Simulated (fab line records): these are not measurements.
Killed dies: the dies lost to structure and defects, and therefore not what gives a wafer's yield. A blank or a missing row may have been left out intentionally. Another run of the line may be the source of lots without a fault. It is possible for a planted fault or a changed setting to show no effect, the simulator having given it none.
Matching of chambers || flow nand harc || rie diel-03 running NHARC_P_M1_DESCUM_14: 4 sister chambers
The step chemistry O2, time 3 s. 22 wafers are shown with their chamber, then 11 later ones without.

## EACH WAFER AND ITS CHAMBER
{"wafer": "L075.4", "chamber": 0, "showerhead plenum p Torr (Torr)": 1.90, "drypump motor current A (A)": 5.2, "oes product au (a.u.)": 0.986}
{"wafer": "L075.5", "chamber": 1, "showerhead plenum p Torr (Torr)": 1.79, "drypump motor current A (A)": 5.8, "oes product au (a.u.)": 1.006}
{"wafer": "L075.6", "chamber": 2, "showerhead plenum p Torr (Torr)": 1.98, "drypump motor current A (A)": 5.8, "oes product au (a.u.)": 0.997}
{"wafer": "L076.1", "chamber": 0, "showerhead plenum p Torr (Torr)": 1.90, "drypump motor current A (A)": 5.2, "oes product au (a.u.)": 0.998}
{"wafer": "L076.3", "chamber": 3, "showerhead plenum p Torr (Torr)": 1.87, "drypump motor current A (A)": 5.7, "oes product au (a.u.)": 1.011}
{"wafer": "L076.4", "chamber": 1, "showerhead plenum p Torr (Torr)": 1.79, "drypump motor current A (A)": 5.9, "oes product au (a.u.)": 1.017}
{"wafer": "L079.3", "chamber": 2, "showerhead plenum p Torr (Torr)": 1.97, "drypump motor current A (A)": 5.8, "oes product au (a.u.)": 1.019}
{"wafer": "L079.4", "chamber": 3, "showerhead plenum p Torr (Torr)": 1.87, "drypump motor current A (A)": 5.7, "oes product au (a.u.)": 1.004}
{"wafer": "L079.6", "chamber": 1, "showerhead plenum p Torr (Torr)": 1.79, "drypump motor current A (A)": 5.9, "oes product au (a.u.)": 1.007}
{"wafer": "L080.1", "chamber": 0, "showerhead plenum p Torr (Torr)": 1.90, "drypump motor current A (A)": 5.2, "oes product au (a.u.)": 0.997}
{"wafer": "L080.5", "chamber": 3, "showerhead plenum p Torr (Torr)": 1.87, "drypump motor current A (A)": 5.7, "oes product au (a.u.)": 1.010}
{"wafer": "L080.6", "chamber": 2, "showerhead plenum p Torr (Torr)": 1.97, "drypump motor current A (A)": 5.8, "oes product au (a.u.)": 1.003}
{"wafer": "L081.1", "chamber": 0, "showerhead plenum p Torr (Torr)": 1.89, "drypump motor current A (A)": 5.2, "oes product au (a.u.)": 0.989}
{"wafer": "L081.2", "chamber": 1, "showerhead plenum p Torr (Torr)": 1.79, "drypump motor current A (A)": 5.8, "oes product au (a.u.)": 1.010}
{"wafer": "L081.5", "chamber": 1, "showerhead plenum p Torr (Torr)": 1.79, "drypump motor current A (A)": 5.8, "oes product au (a.u.)": 1.001}
{"wafer": "L083.1", "chamber": 2, "showerhead plenum p Torr (Torr)": 1.97, "drypump motor current A (A)": 5.8, "oes product au (a.u.)": 1.006}
{"wafer": "L083.3", "chamber": 3, "showerhead plenum p Torr (Torr)": 1.87, "drypump motor current A (A)": 5.7, "oes product au (a.u.)": 1.013}
{"wafer": "L083.4", "chamber": 0, "showerhead plenum p Torr (Torr)": 1.89, "drypump motor current A (A)": 5.2, "oes product au (a.u.)": 0.997}
{"wafer": "L089.1", "chamber": 1, "showerhead plenum p Torr (Torr)": 1.79, "drypump motor current A (A)": 5.9, "oes product au (a.u.)": 0.991}
{"wafer": "L089.2", "chamber": 0, "showerhead plenum p Torr (Torr)": 1.89, "drypump motor current A (A)": 5.2, "oes product au (a.u.)": 0.996}
{"wafer": "L089.4", "chamber": 3, "showerhead plenum p Torr (Torr)": 1.87, "drypump motor current A (A)": 5.7, "oes product au (a.u.)": 1.019}
{"wafer": "L091.2", "chamber": 0, "showerhead plenum p Torr (Torr)": 1.89, "drypump motor current A (A)": 5.2, "oes product au (a.u.)": 0.987}

SIGNATURES (averages over the wafers above)
{"reading": "showerhead plenum p Torr", "chamber 0": 1.8943, "chamber 1": 1.7900, "chamber 2": 1.9725, "chamber 3": 1.8700, "scatter within a chamber": 0.0037}
{"reading": "drypump motor current A", "chamber 0": 5.200, "chamber 1": 5.850, "chamber 2": 5.800, "chamber 3": 5.700, "scatter within a chamber": 0.0289}
{"reading": "oes product au", "chamber 0": 0.99286, "chamber 1": 1.00533, "chamber 2": 1.00625, "chamber 3": 1.01140, "scatter within a chamber": 0.00718}
Rule: distance of a wafer from a chamber = root of the sum over the readings of ((wafer's reading minus chamber's mean) / reading's scatter) squared. If the next closest chamber is less than 2 further off than the closest, the wafer can't be placed; otherwise it belongs to the closest. The scatter: take each reading less its chamber's mean, square it, sum over the shown wafers, divide by the number of wafers less the number of chambers, and take the root.

## WAFERS WITHOUT THEIR CHAMBER
{"wafer": "L091.3", "showerhead plenum p Torr (Torr)": 1.87, "drypump motor current A (A)": 5.7, "oes product au (a.u.)": 1.007}
{"wafer": "L091.4", "showerhead plenum p Torr (Torr)": 1.97, "drypump motor current A (A)": 5.9, "oes product au (a.u.)": 1.007}
{"wafer": "L092.1", "showerhead plenum p Torr (Torr)": 1.97, "drypump motor current A (A)": 5.8, "oes product au (a.u.)": 1.011}
{"wafer": "L092.3", "showerhead plenum p Torr (Torr)": 1.79, "drypump motor current A (A)": 5.9, "oes product au (a.u.)": 0.985}
{"wafer": "L092.6", "showerhead plenum p Torr (Torr)": 1.79, "drypump motor current A (A)": 5.8, "oes product au (a.u.)": 0.982}
{"wafer": "L093.4", "showerhead plenum p Torr (Torr)": 1.89, "drypump motor current A (A)": 5.2, "oes product au (a.u.)": 1.003}
{"wafer": "L093.5", "showerhead plenum p Torr (Torr)": 1.79, "drypump motor current A (A)": 5.9, "oes product au (a.u.)": 0.995}
{"wafer": "L093.6", "showerhead plenum p Torr (Torr)": 1.89, "drypump motor current A (A)": 5.2, "oes product au (a.u.)": 0.997}
{"wafer": "L096.1", "showerhead plenum p Torr (Torr)": 1.79, "drypump motor current A (A)": 5.8, "oes product au (a.u.)": 0.996}
{"wafer": "L096.3", "showerhead plenum p Torr (Torr)": 1.97, "drypump motor current A (A)": 5.8, "oes product au (a.u.)": 0.999}
{"wafer": "L096.5", "showerhead plenum p Torr (Torr)": 1.97, "drypump motor current A (A)": 5.8, "oes product au (a.u.)": 1.001}

## WHICH CHAMBER EACH WENT THROUGH
{"wafer": "L091.3", "from the rows above": 3, "in truth": 3}
{"wafer": "L091.4", "from the rows above": 2, "in truth": 2}
{"wafer": "L092.1", "from the rows above": 2, "in truth": 2}
{"wafer": "L092.3", "from the rows above": 1, "in truth": 1}
{"wafer": "L092.6", "from the rows above": 1, "in truth": 1}
{"wafer": "L093.4", "from the rows above": 0, "in truth": 0}
{"wafer": "L093.5", "from the rows above": 1, "in truth": 1}
{"wafer": "L093.6", "from the rows above": 0, "in truth": 0}
{"wafer": "L096.1", "from the rows above": 1, "in truth": 1}
{"wafer": "L096.3", "from the rows above": 2, "in truth": 2}
{"wafer": "L096.5", "from the rows above": 2, "in truth": 2}
Correct placement for 11 of the 11. Not placeable from these rows: 0. Placed wrongly: 0.
